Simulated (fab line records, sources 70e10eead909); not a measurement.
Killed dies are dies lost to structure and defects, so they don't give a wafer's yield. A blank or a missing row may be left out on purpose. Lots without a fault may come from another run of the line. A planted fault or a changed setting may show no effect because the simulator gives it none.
fab line records | flow nand_harc
record lots=5 wafers=15 last_day=34
route steps=1302 shown P_ZERO_WELL@44
lots that met no fault: from a run of the same line without faults
start_h: hours from the record's first day to the start of the lot's first wafer shown | wait_h: hours since the lot's step before | " the same as in the row above | L1.1+2: a row that stands for several wafers | - no value, or no start given | * or withheld: withheld | < > ~ a bound
route shown NAME@n: a module of which the file shows steps, and the number in the route of the first | usual: mean/standard deviation of fault-free wafers | same: alike in all rows | chamber/n: place in a boat | sites: the reading at each site | _std_site: their standard deviation | _edge_site: outer sites' mean less inner sites' | radius_mm: how far each site lies from the wafer's centre | mask NAME#n: copy n | behind: the tool/chamber that last shaped the wafer | hold: why the lot was held/for how many hours/how that ended | device: the transistor (n, p or np) that didn't switch | end of line: the same wafers' tests at the end of the route | a step without rows: its recipe alone | killed: dies lost to structure and defects at the first sort, not the wafer's yield | map: a wafer's dies, x killed, . not, _ none there
set.NAME: the setting as run; set.NAME@STEP: as run at that earlier step | model.NAME: the simulator's own value behind a step, which no gauge read
lots at some steps of the route; a table a step, a row a wafer
services: from which hour (start_h, from the record's first day; less than 0 if before it) a tool's chamber was out of use, for how many hours, and why
## steps
# step NHARC_P_ZERO_WELL_CD_MEAS_37
# recipe target_cd_nm=720 landing_energy_ev=500
# usual cd_nm=718.5/1.7
# same landing_energy_ev=500
# columns lot.wafer tool chamber start_h wait_h cd_nm
L495.1 cd_sem-01 0 64.13 - 719.7
L495.2 " 0 " " 718.0
L495.5 " 0 " " 721.1
L497.1 cd_sem-01 0 84.38 - 718.5
L497.3 " 0 " " 719.0
L497.5 " 0 " " 716.3
L498.1 cd_sem-01 0 94.45 - 718.2
L498.2 " 0 " " 718.4
L498.6 " 0 " " 720.0
L510.1 cd_sem-03 0 214.19 - 717.3
L510.5 " 0 " " 718.9
L510.6 " 0 " " 718.6
L514.2 cd_sem-02 0 254.12 - 716.3
L514.4 " 0 " " 716.6
L514.6 " 0 " " 716.2
# step NHARC_P_ZERO_WELL_HARDBAKE_38
# recipe temp_c=125 time_s=80
# step NHARC_P_ZERO_WELL_DESCUM_39
# recipe time_s=3 o2_flow_sccm=200 ar_flow_sccm=0 bias_power_w=0 chemistry=O2
# usual drypump_motor_current_A=5.9/0.51 o2_flow_sccm=200.0/0.62 oes_product_au=1.005/0.01 rf_vpp_V=57.8/1 showerhead_plenum_p_Torr=1.93/0.094 throttle_valve_pct=11.311/0.0088
# columns lot.wafer tool chamber start_h wait_h drypump_motor_current_A o2_flow_sccm oes_product_au rf_hours_counter_h rf_vpp_V showerhead_plenum_p_Torr throttle_valve_pct
L495.2 rie_diel-12 0 64.30 - 5.8 199.5 1.016 34 56.2 1.80 11.299
L495.1 " 2 " " 5.3 200.7 0.990 38 58.1 1.86 11.320
L495.5 " 1 " " 6.7 199.1 1.009 - 58.5 2.01 11.304
L497.1 rie_diel-12 0 84.58 - 5.8 200.1 0.992 41 56.8 1.80 11.325
L497.3 " 1 " " 6.7 200.1 1.007 37 58.5 2.01 11.309
L497.5 " 2 " " 5.3 200.3 1.009 - 55.7 1.86 11.302
L498.1 rie_diel-04 0 94.61 - 5.3 201.0 1.008 31 58.0 1.91 11.299
L498.2 " 1 " " 6.0 199.9 0.993 28 55.8 1.80 11.305
L498.6 " 1 " " 6.0 200.5 0.991 - 56.6 1.80 11.314
L510.1 rie_diel-12 3 215.49 - 5.9 201.0 1.023 31 58.1 2.01 11.311
L510.5 " 2 " " 5.3 199.6 1.024 - 56.4 1.85 11.314
L510.6 " 3 " " 5.9 200.1 1.015 - 59.1 2.01 11.315
L514.2 rie_diel-02 2 254.28 - 5.5 199.9 0.990 8 59.3 1.94 11.305
L514.4 " 3 " " 5.5 200.1 1.004 5 58.0 1.99 11.327
L514.6 " 2 " " 5.5 199.8 0.989 - 58.1 1.94 11.331
# step NHARC_P_ZERO_WELL_IMPLANT_40
# recipe energy_kev=300 dose_cm2=1e+13 tilt_deg=7
# step NHARC_P_ZERO_WELL_IMPLANT_59
# recipe energy_kev=120 dose_cm2=5e+12 tilt_deg=7
# step NHARC_P_ZERO_WELL_IMPLANT_60
# recipe energy_kev=30 dose_cm2=2e+12 tilt_deg=7
# step NHARC_P_ZERO_WELL_STRIP_41
# recipe time_s=840 temp_c=130 chemistry=SPM
# step NHARC_P_ZERO_WELL_DEHYDRATE_44
# recipe temp_c=150 time_s=120
# step NHARC_P_ZERO_WELL_HMDS_45
# recipe time_s=30
# step NHARC_P_ZERO_WELL_COAT_46
# recipe spin_rpm=withheld
# step NHARC_P_ZERO_WELL_SOFTBAKE_47
# recipe temp_c=122 time_s=95
# step NHARC_P_ZERO_WELL_EBR_48
# step NHARC_P_ZERO_WELL_EXPOSE_49
# recipe na=0.6 target_cd_nm=2000 dose_mj=22.64 mask_id=P_HVPW
# usual exposure_dose_mJ_cm2=22.636/0.022 focus_offset_nm=0.0/0.47
# columns lot.wafer tool chamber start_h wait_h mask exposure_dose_mJ_cm2 focus_offset_nm
L495.1 krf_scanner-01 0 65.63 - P_HVPW#0 22.659 0.0
L495.2 " 0 " " P_HVPW#0 22.696 -0.3
L495.5 " 0 " " P_HVPW#0 22.646 0.0
L497.1 krf_scanner-01 0 85.87 - P_HVPW_R1#0 22.612 0.1
L497.3 " 0 " " P_HVPW_R1#0 22.660 -0.2
L497.5 " 0 " " P_HVPW_R1#0 22.638 0.1
L498.1 krf_scanner-01 0 95.83 - P_HVPW#0 22.621 0.2
L498.2 " 0 " " P_HVPW#0 22.630 0.2
L498.6 " 0 " " P_HVPW#0 22.612 -0.4
L510.1 krf_scanner-02 0 216.67 - P_HVPW#0 22.623 0.2
L510.5 " 0 " " P_HVPW#0 22.660 0.0
L510.6 " 0 " " P_HVPW#0 22.623 -0.5
L514.2 krf_scanner-02 0 255.60 - P_HVPW#0 22.622 0.6
L514.4 " 0 " " P_HVPW#0 22.612 -0.2
L514.6 " 0 " " P_HVPW#0 22.609 0.4
# step NHARC_P_ZERO_WELL_PEB_50
# recipe peb_temp_c=118 peb_time_s=85
# step NHARC_P_ZERO_WELL_DEVELOP_51
# recipe time_s=70
# step NHARC_P_ZERO_WELL_CD_MEAS_52
# recipe target_cd_nm=2000 landing_energy_ev=500
# usual cd_nm=1999.8/1.5
# same landing_energy_ev=500
# columns lot.wafer tool chamber start_h wait_h cd_nm
L495.1 cd_sem-01 0 65.79 - 2000.8
L495.2 " 0 " " 2001.2
L495.5 " 0 " " 2002.1
L497.1 cd_sem-03 0 86.03 - 1900.9
L497.3 " 0 " " 1902.5
L497.5 " 0 " " 1900.6
L498.1 cd_sem-03 0 95.98 - 2000.4
L498.2 " 0 " " 2000.6
L498.6 " 0 " " 2000.9
L510.1 cd_sem-03 0 216.83 - 1998.8
L510.5 " 0 " " 1999.9
L510.6 " 0 " " 2000.3
L514.2 cd_sem-03 0 255.75 - 1998.4
L514.4 " 0 " " 2000.4
L514.6 " 0 " " 1999.2
# step NHARC_P_ZERO_WELL_HARDBAKE_53
# recipe temp_c=125 time_s=80
# step NHARC_P_ZERO_WELL_DESCUM_54
# recipe time_s=3 o2_flow_sccm=200 ar_flow_sccm=0 bias_power_w=0 chemistry=O2
# usual drypump_motor_current_A=5.9/0.52 o2_flow_sccm=199.9/0.87 oes_product_au=1.002/0.011 rf_vpp_V=57.7/0.94 showerhead_plenum_p_Torr=1.92/0.094 throttle_valve_pct=11.311/0.0095
# columns lot.wafer tool chamber start_h wait_h drypump_motor_current_A o2_flow_sccm oes_product_au rf_hours_counter_h rf_vpp_V showerhead_plenum_p_Torr throttle_valve_pct model.P_ZERO_WELL.cd_nm
L495.2 rie_diel-04 1 65.96 - 6.0 198.7 0.994 17 56.9 1.81 11.308 2001
L495.1 " 3 " " 6.0 200.0 0.999 17 59.1 2.07 11.304 2000
L495.5 " 0 " " 5.3 198.8 1.014 - 59.1 1.91 11.305 2002
L497.3 rie_diel-02 1 86.21 - 5.0 200.3 0.987 11 59.5 1.95 11.316 1902
L497.1 " 2 " " 5.5 199.9 0.979 13 58.1 1.96 11.323 1901
L497.5 " 3 " " 5.6 201.0 1.003 - 58.2 2.01 11.298 1901
L498.2 rie_diel-02 2 96.14 - 5.5 199.3 0.993 17 57.0 1.96 11.327 2000
L498.1 " 3 " " 5.6 199.2 1.002 17 58.3 2.01 11.316 2000
L498.6 " 3 " " 5.6 199.1 1.016 - 57.6 2.01 11.316 2001
L510.1 rie_diel-12 3 217.03 - 5.9 200.7 1.024 31 58.6 2.01 11.295 723.8
L510.5 " 0 " " 5.8 200.5 1.000 - 58.2 1.79 11.298 2000
L510.6 " 1 " " 6.7 200.2 1.009 - 58.7 2.00 11.309 2001
L514.2 rie_diel-12 2 255.92 - 5.3 200.4 1.009 49 56.2 1.84 11.308 1999
L514.4 " 3 " " 5.9 199.8 1.009 48 58.0 2.01 11.303 2000
L514.6 " 2 " " 5.3 200.6 1.011 - 58.9 1.84 11.302 1999
# step NHARC_P_ZERO_WELL_IMPLANT_55
# recipe energy_kev=180 dose_cm2=8e+11 tilt_deg=7
## services
# columns tool chamber start_h hours kind
rie_diel-02 - 43.32 9.0 pm
krf_scanner-01 - 61.95 0.8 repair
rie_diel-02 0 72.76 7.9 repair
rie_diel-04 2 73.12 59.2 repair
rie_diel-02 1 74.01 1.2 repair
rie_diel-02 0 81.30 8.2 repair
rie_diel-04 0 83.48 2.6 repair
rie_diel-12 - 93.16 9.0 pm
krf_scanner-02 - 94.00 4.0 pm
rie_diel-04 3 106.91 5.3 repair
rie_diel-04 1 117.77 14.6 repair
krf_scanner-01 - 134.57 0.9 repair
krf_scanner-01 - 135.90 6.9 repair
krf_scanner-01 - 143.97 4.0 pm
rie_diel-12 1 151.11 2.0 repair
rie_diel-04 1 151.28 1.3 repair
rie_diel-04 2 152.10 7.8 repair
rie_diel-12 0 179.65 7.1 repair
rie_diel-02 3 207.57 13.6 repair
rie_diel-12 1 213.38 2.0 repair
rie_diel-12 0 218.69 33.5 repair
rie_diel-02 - 220.32 9.0 pm
rie_diel-02 3 243.77 8.5 repair
rie_diel-02 - 246.23 1.0 repair
## key
first_sign step=NHARC_P_ZERO_WELL_EXPOSE_49 reading=mask direction=changed
effect step=NHARC_P_ZERO_WELL_CD_MEAS_52 reading=cd_nm direction=down sigmas=64 usual=1999.8 struck=1901.3
model_effect step=NHARC_P_ZERO_WELL_DESCUM_54 value=P_ZERO_WELL.cd_nm without=2001 struck=1901
met_at NHARC_P_ZERO_WELL_EXPOSE_49
struck_wafers L497.1,L497.3,L497.5
tester_left_out L497
onset_between 65.63 85.87
fault kind=wrong_mask tool=any chamber=- onset_h=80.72 steps=NHARC_P_ZERO_WELL_EXPOSE_49 aux_copy=P_HVPW_R1#0 cd_offset_nm=-99.548 scope=struck_lots_only
# tester_left_out: of these lots the tester's yield and bins aren't shown, on N5 and GAA mostly nor the transistor test; their killed dies are dies lost to structure and defects alone, not to doping, threshold or leakage, so they don't give the yield
